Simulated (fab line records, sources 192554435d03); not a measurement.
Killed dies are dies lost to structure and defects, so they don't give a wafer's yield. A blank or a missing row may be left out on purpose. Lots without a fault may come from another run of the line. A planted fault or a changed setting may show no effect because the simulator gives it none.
Chamber matching | flow n5_finfet | N5_BEOL_M2_ETCH_63 on rie_diel-02: 4 sister chambers
The step etches SiARC in CF4, target depth 15.6 nm, time 26 s. 14 wafers are shown with their chamber, then 7 later ones without.

WAFERS WITH THEIR CHAMBER
wafer  | chamber | drypump_motor_current_A (A) | showerhead_plenum_p_Torr (Torr) | etch_rf_on_time_s (s)
L077.4 | 1       | 5.9                         | 2.05                            | 25.3
L077.5 | 3       | 5.3                         | 2.17                            | 25.6
L077.6 | 2       | 5.6                         | 2.27                            | 25.2
L082.2 | 0       | 6.8                         | 2.03                            | 26.4
L082.3 | 1       | 6.0                         | 2.05                            | 25.6
L082.5 | 2       | 5.6                         | 2.26                            | 25.2
L084.2 | 0       | 6.8                         | 2.03                            | 26.6
L084.4 | 2       | 5.6                         | 2.26                            | 25.1
L084.6 | 0       | 6.8                         | 2.03                            | 26.6
L086.1 | 0       | 6.8                         | 2.03                            | 26.9
L086.3 | 1       | 5.9                         | 2.05                            | 25.8
L086.5 | 2       | 5.6                         | 2.26                            | 25.5
L091.1 | 2       | 5.6                         | 2.26                            | 25.4
L091.2 | 0       | 6.8                         | 2.28                            | 26.1

SIGNATURES (means of the wafers above)
reading                  | chamber 0 | chamber 1 | chamber 2 | chamber 3 | scatter within a chamber
drypump_motor_current_A  | 6.800     | 5.933     | 5.600     | 5.300     | 0.0258
showerhead_plenum_p_Torr | 2.0800    | 2.0500    | 2.2620    | 2.1700    | 0.0708
etch_rf_on_time_s        | 26.520    | 25.567    | 25.280    | 25.600    | 0.241
Rule: a wafer's distance from a chamber is the root of the sum, over the readings, of the square of ((its reading less the chamber's mean) divided by the reading's scatter). The wafer belongs to the nearest chamber; if the next one is less than 2 further off, it can't be placed. The scatter: the root of (the sum of the squares of (reading less its chamber's mean) over the shown wafers, divided by (wafers less chambers)).

WAFERS WITHOUT THEIR CHAMBER
wafer  | drypump_motor_current_A (A) | showerhead_plenum_p_Torr (Torr) | etch_rf_on_time_s (s)
L091.4 | 5.9                         | 2.04                            | 25.6
L095.2 | 6.0                         | 2.04                            | 25.4
L095.4 | 5.3                         | 2.16                            | 25.5
L095.6 | 5.3                         | 2.16                            | 25.5
L097.4 | 5.6                         | 2.25                            | 25.6
L097.5 | 5.6                         | 2.25                            | 25.3
L097.6 | 5.9                         | 2.04                            | 25.9

WHICH CHAMBER EACH WENT THROUGH
wafer  | from the rows above | in truth
L091.4 | 1                   | 1
L095.2 | 1                   | 1
L095.4 | 3                   | 3
L095.6 | 3                   | 3
L097.4 | 2                   | 2
L097.5 | 2                   | 2
L097.6 | 1                   | 1
Placed correctly: 7 of 7. Can't be placed from these rows: 0. Placed wrongly: 0.
